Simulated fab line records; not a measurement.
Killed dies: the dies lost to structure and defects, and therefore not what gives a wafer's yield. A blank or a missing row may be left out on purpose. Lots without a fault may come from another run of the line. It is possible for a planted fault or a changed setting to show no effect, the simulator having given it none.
fab line records + flow nand-harc
record
- lots=5
- wafers=15
- last-day=31
route steps=1302 shown A_M1@1191 A_BONDPAD@1202
lots that met no fault: from a run of the same line without faults
start-h: the number of hours between the record's first day and the start of the first shown wafer of the lot + wait-h: time in hours since the lot's previous step + " unchanged from the row above + L1.1+2: several wafers, shown together as one row + - no value present, or no start provided + * or withheld: withheld + < > ~ a bound
route shown NAME@n: a module of which the file shows steps, and the number in the route of the first + usual: mean/standard deviation of fault-free wafers + same: alike in all rows + chamber/n: place in a boat + sites: per-site readings + _std_site: the values' standard deviation + _edge_site: outer sites' mean less inner sites' + radius-mm: how far each site lies from the wafer's centre + mask NAME#n: copy n + behind: tool/chamber where the wafer was last shaped + hold: why the lot went on hold/how many hours it stayed there/how the hold came to an end + device: names the non-switching transistor (n, p or np) + end of line: tests run on the same wafers once the route is complete + a step with no rows: only its recipe + killed: dies that structure and defects cost at the first sort, which is not the same as the wafer's yield + map: the dies of a wafer, with x for killed, . for not killed, _ for no die there
set.NAME: the setting that was run; set.NAME@STEP: the one run at that earlier step + model.NAME: the simulator's own value behind a step, which no gauge read
a table for each step, a row for each wafer; lots at some steps of the route
services: a tool's chamber out of use, with start hour (start-h, from the record's first day; less than 0 if before it), hours out, and reason
## steps
# step NHARC_A_M1_PVD_20
# recipe
- target-thk-a=50
- bias-v=168.6
- power-w=15000
- chamber-pressure-pa=0.12
- time-s=8.06
- substrate-temp-c=50
- material=TaN
# usual
- substrate-temp-c=50.00/0.13
- throttle-valve-pct=29.8/1.1
| lot.wafer | tool           | chamber | start-h | wait-h | substrate-temp-c | throttle-valve-pct |
|-----------|----------------|---------|---------|--------|------------------|--------------------|
| L077.4    | pvd-sputter-03 | -       | -       | -      | 49.87            | 28.2               |
| L077.5    | "              | -       | "       | "      | 49.81            | 30.2               |
| L077.6    | "              | -       | "       | "      | 49.91            | 30.3               |
| L080.3    | pvd-sputter-02 | -       | -       | -      | 50.00            | 30.5               |
| L080.5    | "              | -       | "       | "      | 50.15            | 29.0               |
| L080.6    | "              | -       | "       | "      | 49.93            | 29.6               |
| L087.3    | pvd-sputter-02 | -       | -       | -      | 50.11            | 29.0               |
| L087.1    | "              | -       | "       | "      | 50.07            | 29.8               |
| L087.4    | "              | -       | "       | "      | 49.62            | 31.4               |
| L086.3    | pvd-sputter-02 | -       | -       | -      | 49.85            | 29.7               |
| L086.4    | "              | -       | "       | "      | 50.13            | 30.1               |
| L086.6    | "              | -       | "       | "      | 49.89            | 29.7               |
| L090.3    | pvd-sputter-02 | -       | -       | -      | 50.03            | 29.4               |
| L090.1    | "              | -       | "       | "      | 50.06            | 30.0               |
| L090.4    | "              | -       | "       | "      | 50.00            | 29.8               |
# step NHARC_A_M1_PVD_21
# recipe
- target-thk-a=300
- chamber-pressure-pa=5
- power-w=5000
- substrate-temp-c=30
- time-s=20.49
- material=Cu
# usual
- substrate-temp-c=29.99/0.1
- throttle-valve-pct=29.9/1.1
| lot.wafer | tool           | chamber | start-h | wait-h | substrate-temp-c | throttle-valve-pct |
|-----------|----------------|---------|---------|--------|------------------|--------------------|
| L077.4    | pvd-sputter-03 | -       | -       | -      | 30.11            | 30.1               |
| L077.5    | "              | -       | "       | "      | 30.02            | 31.6               |
| L077.6    | "              | -       | "       | "      | 30.07            | 30.8               |
| L080.3    | pvd-sputter-02 | -       | -       | -      | 29.99            | 29.0               |
| L080.5    | "              | -       | "       | "      | 30.08            | 30.6               |
| L080.6    | "              | -       | "       | "      | 30.04            | 28.6               |
| L087.1    | pvd-sputter-02 | -       | -       | -      | 30.03            | 31.5               |
| L087.4    | "              | -       | "       | "      | 29.98            | 29.3               |
| L087.3    | "              | -       | "       | "      | 29.97            | 30.0               |
| L086.4    | pvd-sputter-02 | -       | -       | -      | 30.05            | 29.9               |
| L086.3    | "              | -       | "       | "      | 29.90            | 31.2               |
| L086.6    | "              | -       | "       | "      | 29.82            | 29.7               |
| L090.3    | pvd-sputter-02 | -       | -       | -      | 29.99            | 30.0               |
| L090.4    | "              | -       | "       | "      | 29.87            | 29.9               |
| L090.1    | "              | -       | "       | "      | 30.07            | 31.2               |
# step NHARC_A_M1_ECD_22
# recipe
- target-thk-a=4000
- bath-temp-c=25
- material=Cu
| lot.wafer  | tool      | chamber | start-h | wait-h |
|------------|-----------|---------|---------|--------|
| L077.4+5+6 | ecd-cu-02 | 0,1,0   | 563.29  | -      |
| L080.3+6+5 | ecd-cu-01 | 1,0,1   | 600.23  | -      |
| L087.1+3+4 | ecd-cu-02 | 0,0,1   | 649.30  | -      |
| L086.4+3+6 | ecd-cu-01 | 0,1,1   | 657.56  | -      |
| L090.1+4+3 | ecd-cu-02 | 0,1,0   | 699.12  | -      |
# step NHARC_A_M1_ANNEAL_31
# recipe
- temp-c=225
- time-s=90
# usual
- anneal-temp-c=225.00/0.15
- wafer_temp_C_max=226.1/0.31
| lot.wafer | tool          | chamber | start-h | wait-h | anneal-temp-c | wafer_temp_C_max |
|-----------|---------------|---------|---------|--------|---------------|------------------|
| L077.4    | rtp-anneal-02 | 0       | 563.67  | -      | 224.93        | 226.2            |
| L077.5    | "             | 0       | "       | "      | 225.05        | 226.3            |
| L077.6    | "             | 0       | "       | "      | 225.05        | 226.4            |
| L080.3    | rtp-anneal-01 | 0       | 600.56  | 0.3    | 224.70        | 225.9            |
| L080.5    | "             | 0       | "       | "      | 224.92        | 225.6            |
| L080.6    | "             | 0       | "       | "      | 224.63        | 225.8            |
| L087.1    | rtp-anneal-02 | 0       | 649.67  | -      | 225.07        | 226.3            |
| L087.3    | "             | 0       | "       | "      | 225.01        | 226.1            |
| L087.4    | "             | 0       | "       | "      | 225.08        | 225.8            |
| L086.3    | rtp-anneal-01 | 0       | 657.95  | 0.3    | 225.01        | 225.7            |
| L086.4    | "             | 0       | "       | "      | 224.88        | 225.9            |
| L086.6    | "             | 0       | "       | "      | 224.84        | 226.0            |
| L090.1    | rtp-anneal-01 | 0       | 699.44  | -      | 225.14        | 225.4            |
| L090.3    | "             | 0       | "       | "      | 224.75        | 225.6            |
| L090.4    | "             | 0       | "       | "      | 224.94        | 225.9            |
# step NHARC_A_M1_CMP_23
# recipe
- t-overpolish-s=20
- target-thk-nm=154.34
# usual
- motor-current-A=11.7/1
- time-to-endpoint-s=30/3.2
| lot.wafer | tool   | chamber | start-h | wait-h | motor-current-A | time-to-endpoint-s |
|-----------|--------|---------|---------|--------|-----------------|--------------------|
| L077.4    | cmp-01 | 1       | 563.85  | -      | 12.5            | 29                 |
| L077.6    | "      | 1       | "       | "      | 12.4            | 28                 |
| L077.5    | "      | 2       | "       | "      | 11.2            | 29                 |
| L080.3    | cmp-01 | 0       | 600.84  | -      | 12.4            | 28                 |
| L080.6    | "      | 3       | "       | "      | 13.3            | 31                 |
| L080.5    | "      | 0       | "       | "      | 12.5            | 29                 |
| L087.4    | cmp-01 | 0       | 650.02  | -      | 12.9            | 26                 |
| L087.3    | "      | 1       | "       | "      | 12.4            | 25                 |
| L087.1    | "      | 2       | "       | "      | 11.2            | 29                 |
| L086.3    | cmp-02 | 3       | 658.22  | -      | 11.0            | 31                 |
| L086.4    | "      | 0       | "       | "      | 13.1            | 29                 |
| L086.6    | "      | 2       | "       | "      | 10.4            | 30                 |
| L090.1    | cmp-02 | 1       | 699.93  | -      | 11.0            | 32                 |
| L090.3    | "      | 2       | "       | "      | 10.5            | 32                 |
| L090.4    | "      | 3       | "       | "      | 11.1            | 32                 |
# step NHARC_A_M1_THK_MEAS_24
# recipe
- thk-meas-gauge=xrf
# usual
- thk-nm=154.6/1.5
| lot.wafer | tool          | chamber | start-h | wait-h | thk-nm |
|-----------|---------------|---------|---------|--------|--------|
| L077.4    | film-metro-01 | -       | 564.17  | -      | 153.3  |
| L077.5    | "             | -       | "       | "      | 156.5  |
| L077.6    | "             | -       | "       | "      | 154.9  |
| L080.3    | film-metro-01 | -       | 601.12  | -      | 154.8  |
| L080.5    | "             | -       | "       | "      | 153.5  |
| L080.6    | "             | -       | "       | "      | 156.6  |
| L087.1    | film-metro-02 | -       | 650.33  | -      | 157.1  |
| L087.3    | "             | -       | "       | "      | 155.7  |
| L087.4    | "             | -       | "       | "      | 154.4  |
| L086.3    | film-metro-01 | -       | 658.50  | -      | 157.4  |
| L086.4    | "             | -       | "       | "      | 155.6  |
| L086.6    | "             | -       | "       | "      | 154.6  |
| L090.1    | film-metro-02 | -       | 700.24  | -      | 155.6  |
| L090.3    | "             | -       | "       | "      | 155.5  |
| L090.4    | "             | -       | "       | "      | 154.6  |
# step NHARC_A_M1_SRD_25
| lot.wafer  | tool         | chamber | start-h | wait-h |
|------------|--------------|---------|---------|--------|
| L077.4+6+5 | wet-bench-08 | 7,0,3   | 564.21  | 0.0    |
| L080.6+3+5 | wet-bench-10 | 2,3,5   | 601.17  | 0.0    |
| L087.4+3+1 | wet-bench-10 | 1,5,6   | 650.38  | 0.0    |
| L086.3+4+6 | wet-bench-10 | 2,3,5   | 658.55  | 0.0    |
| L090.3+1+4 | wet-bench-08 | 5,7,2   | 700.29  | 0.0    |
# step NHARC_A_M1_INSPECT_27
# usual
- raw-defect-count=534/120
| lot.wafer | tool              | chamber | start-h | wait-h | raw-defect-count |
|-----------|-------------------|---------|---------|--------|------------------|
| L077.4    | defect-inspect-02 | -       | 564.33  | 0.0    | 541              |
| L077.5    | "                 | -       | "       | "      | 781              |
| L077.6    | "                 | -       | "       | "      | 674              |
| L080.3    | defect-inspect-01 | -       | 601.29  | 0.0    | 610              |
| L080.5    | "                 | -       | "       | "      | 529              |
| L080.6    | "                 | -       | "       | "      | 653              |
| L087.1    | defect-inspect-02 | -       | 650.49  | 0.0    | 656              |
| L087.3    | "                 | -       | "       | "      | 565              |
| L087.4    | "                 | -       | "       | "      | 534              |
| L086.3    | defect-inspect-02 | -       | 658.67  | 0.0    | 750              |
| L086.4    | "                 | -       | "       | "      | 774              |
| L086.6    | "                 | -       | "       | "      | 536              |
| L090.1    | defect-inspect-02 | -       | 700.40  | 0.0    | 563              |
| L090.3    | "                 | -       | "       | "      | 547              |
| L090.4    | "                 | -       | "       | "      | 514              |
# step NHARC_A_M1_PRE_CLEAN_32
# recipe
- time-s=12
- temp-c=370
- rf-power-w=300
- gas=NH3
# usual
- heater-power-outer-w=371/56
- heater-power-w=640/85
| lot.wafer | tool     | chamber | start-h | wait-h | heater-power-outer-w | heater-power-w |
|-----------|----------|---------|---------|--------|----------------------|----------------|
| L077.5    | pecvd-02 | 2       | 564.43  | 0.1    | 467                  | 708            |
| L077.6    | "        | 0       | "       | "      | 337                  | 598            |
| L077.4    | "        | 1       | "       | "      | 395                  | 685            |
| L080.3    | pecvd-01 | 1       | 601.37  | 0.1    | 442                  | 778            |
| L080.6    | "        | 0       | "       | "      | 442                  | 793            |
| L080.5    | "        | 1       | "       | "      | 456                  | 788            |
| L087.3    | pecvd-03 | 0       | 650.56  | 0.1    | 366                  | 576            |
| L087.1    | "        | 2       | "       | "      | 389                  | 698            |
| L087.4    | "        | 1       | "       | "      | 279                  | 512            |
| L086.3    | pecvd-01 | 1       | 658.77  | 0.1    | 384                  | 705            |
| L086.6    | "        | 2       | "       | "      | 304                  | 516            |
| L086.4    | "        | 1       | "       | "      | 382                  | 722            |
| L090.1    | pecvd-02 | 2       | 700.48  | 0.1    | 399                  | 637            |
| L090.3    | "        | 0       | "       | "      | 322                  | 565            |
| L090.4    | "        | 1       | "       | "      | 352                  | 627            |
# step NHARC_A_M1_DEP_33
# recipe
- target-thk-a=300
- temp-c=370
- target-thk-nm=30
- pressure-torr=3
- flow-sccm=200
- rf-w=450
- material=SiCN
# usual
- heater-power-outer-w=322/58
- heater-power-w=571/88
- showerhead-vpp-V=1280/34
| lot.wafer | tool     | chamber | start-h | wait-h | heater-power-outer-w | heater-power-w | showerhead-vpp-V |
|-----------|----------|---------|---------|--------|----------------------|----------------|------------------|
| L077.5    | pecvd-02 | 2       | 564.60  | 0.2    | 392                  | 587            | 1297             |
| L077.6    | "        | 0       | "       | "      | 300                  | 555            | 1309             |
| L077.4    | "        | 1       | "       | "      | 296                  | 532            | 1261             |
| L080.3    | pecvd-01 | 1       | 601.47  | 0.1    | 351                  | 669            | 1338             |
| L080.6    | "        | 0       | "       | "      | 402                  | 725            | 1313             |
| L080.5    | "        | 1       | "       | "      | 349                  | 656            | 1347             |
| L087.3    | pecvd-03 | 0       | 650.64  | 0.1    | 340                  | 565            | 1215             |
| L087.1    | "        | 2       | "       | "      | 291                  | 568            | 1269             |
| L087.4    | "        | 1       | "       | "      | 269                  | 503            | 1294             |
| L086.3    | pecvd-01 | 1       | 658.91  | 0.1    | 443                  | 783            | 1324             |
| L086.6    | "        | 2       | "       | "      | 284                  | 495            | 1257             |
| L086.4    | "        | 1       | "       | "      | 446                  | 825            | 1318             |
| L090.1    | pecvd-02 | 2       | 701.98  | 1.5    | 453                  | 671            | 1280             |
| L090.3    | "        | 0       | "       | "      | 309                  | 545            | 1334             |
| L090.4    | "        | 1       | "       | "      | 297                  | 537            | 1256             |
# step NHARC_A_BONDPAD_DEP_00
# recipe
- target-thk-a=2500
- temp-c=370
- target-thk-nm=250
- pressure-torr=3
- flow-sccm=200
- rf-w=450
- material=SiCN
# usual
- heater-power-outer-w=340/60
- heater-power-w=594/88
- showerhead-vpp-V=1325/66
| lot.wafer | tool     | chamber | start-h | wait-h | heater-power-outer-w | heater-power-w | showerhead-vpp-V |
|-----------|----------|---------|---------|--------|----------------------|----------------|------------------|
| L077.4    | pecvd-04 | 1       | 565.16  | -      | 409                  | 711            | 1343             |
| L077.5    | "        | 2       | "       | "      | 365                  | 584            | 1423             |
| L077.6    | "        | 0       | "       | "      | 295                  | 550            | 1446             |
| L080.3    | pecvd-01 | 0       | -       | -      | 403                  | 737            | 1313             |
| L080.5    | "        | 1       | "       | "      | 440                  | 769            | 1310             |
| L080.6    | "        | 0       | "       | "      | 299                  | 609            | 1283             |
| L087.3    | pecvd-02 | 1       | 651.19  | -      | 310                  | 553            | 1264             |
| L087.1    | "        | 0       | "       | "      | 290                  | 534            | 1304             |
| L087.4    | "        | 1       | "       | "      | 313                  | 573            | 1238             |
| L086.3    | pecvd-02 | 0       | 659.47  | -      | 292                  | 532            | 1314             |
| L086.4    | "        | 2       | "       | "      | 350                  | 566            | 1293             |
| L086.6    | "        | 0       | "       | "      | 296                  | 535            | 1329             |
| L090.1    | pecvd-02 | 2       | -       | -      | 431                  | 672            | 1290             |
| L090.3    | "        | 0       | "       | "      | 254                  | 501            | 1314             |
| L090.4    | "        | 2       | "       | "      | 438                  | 676            | 1277             |
# step NHARC_A_BONDPAD_CMP_29
# recipe
- target-thk-nm=200
- material=SiCN
# usual
- motor-current-A=11.5/0.83
| lot.wafer | tool   | chamber | start-h | wait-h | motor-current-A |
|-----------|--------|---------|---------|--------|-----------------|
| L077.4    | cmp-02 | 2       | 565.48  | -      | 10.1            |
| L077.6    | "      | 0       | "       | "      | 13.1            |
| L077.5    | "      | 1       | "       | "      | 10.7            |
| L080.3    | cmp-03 | 3       | 602.45  | -      | 10.3            |
| L080.5    | "      | 1       | "       | "      | 11.0            |
| L080.6    | "      | 2       | "       | "      | 12.4            |
| L087.1    | cmp-03 | 0       | 651.60  | -      | 11.8            |
| L087.4    | "      | 2       | "       | "      | 12.1            |
| L087.3    | "      | 3       | "       | "      | 10.2            |
| L086.4    | cmp-03 | 3       | 659.78  | -      | 11.1            |
| L086.3    | "      | 0       | "       | "      | 11.9            |
| L086.6    | "      | 0       | "       | "      | 12.1            |
| L090.1    | cmp-02 | 1       | 702.89  | -      | 10.8            |
| L090.4    | "      | 2       | "       | "      | 10.7            |
| L090.3    | "      | 3       | "       | "      | 10.9            |
# step NHARC_A_BONDPAD_THK_MEAS_30
# recipe
- thk-meas-gauge=ellipsometry
# usual
- thk-nm=200.2/1.7
| lot.wafer | tool          | chamber | start-h | wait-h | thk-nm |
|-----------|---------------|---------|---------|--------|--------|
| L077.4    | film-metro-02 | -       | 565.69  | 0.2    | 199.1  |
| L077.5    | "             | -       | "       | "      | 202.4  |
| L077.6    | "             | -       | "       | "      | 198.1  |
| L080.3    | film-metro-01 | -       | 602.65  | 0.2    | 202.8  |
| L080.5    | "             | -       | "       | "      | 200.9  |
| L080.6    | "             | -       | "       | "      | 198.3  |
| L087.1    | film-metro-01 | -       | 651.85  | 0.2    | 200.0  |
| L087.3    | "             | -       | "       | "      | 202.5  |
| L087.4    | "             | -       | "       | "      | 198.7  |
| L086.3    | film-metro-02 | -       | 660.04  | 0.2    | 199.3  |
| L086.4    | "             | -       | "       | "      | 202.3  |
| L086.6    | "             | -       | "       | "      | 198.5  |
| L090.1    | film-metro-02 | -       | 703.14  | 0.2    | 198.9  |
| L090.3    | "             | -       | "       | "      | 197.8  |
| L090.4    | "             | -       | "       | "      | 199.3  |
# step NHARC_A_BONDPAD_SRD_31
| lot.wafer  | tool         | chamber | start-h | wait-h |
|------------|--------------|---------|---------|--------|
| L077.5+6+4 | wet-bench-10 | 7,2,3   | 565.73  | 0.0    |
| L080.3+6+5 | wet-bench-08 | 6,0,1   | 602.70  | 0.0    |
| L087.1+4+3 | wet-bench-10 | 3,4,6   | 651.90  | 0.0    |
| L086.3+4+6 | wet-bench-08 | 2,4,5   | 660.07  | 0.0    |
| L090.1+4+3 | wet-bench-08 | 1,4,6   | 703.18  | 0.0    |
## services
| tool           | chamber | start-h | hours | kind   |
|----------------|---------|---------|-------|--------|
| cmp-03         | -       | 554.15  | 4.0   | pm     |
| cmp-01         | -       | 558.87  | 1.4   | repair |
| cmp-03         | -       | 562.54  | 2.0   | repair |
| cmp-01         | -       | 564.31  | 5.2   | repair |
| cmp-03         | -       | 567.59  | 0.5   | repair |
| cmp-01         | -       | 584.33  | 1.9   | repair |
| ecd-cu-02      | -       | 584.88  | 1.0   | repair |
| pecvd-02       | -       | 589.55  | 13.0  | pm     |
| cmp-01         | -       | 590.08  | 4.0   | pm     |
| ecd-cu-02      | -       | 596.00  | 8.0   | pm     |
| cmp-01         | -       | 599.78  | 0.9   | repair |
| cmp-02         | -       | 619.45  | 0.8   | repair |
| cmp-02         | -       | 624.51  | 4.0   | pm     |
| pecvd-01       | -       | 624.61  | 0.8   | repair |
| pvd-sputter-02 | -       | 638.00  | 10.0  | pm     |
| wet-bench-08   | -       | 646.43  | 8.0   | pm     |
| cmp-03         | -       | 652.15  | 4.0   | pm     |
| ecd-cu-02      | -       | 665.95  | 0.6   | repair |
| wet-bench-10   | -       | 671.10  | 8.0   | pm     |
| pecvd-01       | -       | 673.27  | 13.0  | pm     |
| cmp-02         | -       | 683.48  | 0.8   | repair |
| cmp-01         | -       | 688.08  | 4.0   | pm     |
| wet-bench-10   | -       | 695.80  | 4.0   | repair |
| cmp-03         | -       | 701.97  | 0.3   | repair |
## key
fault none
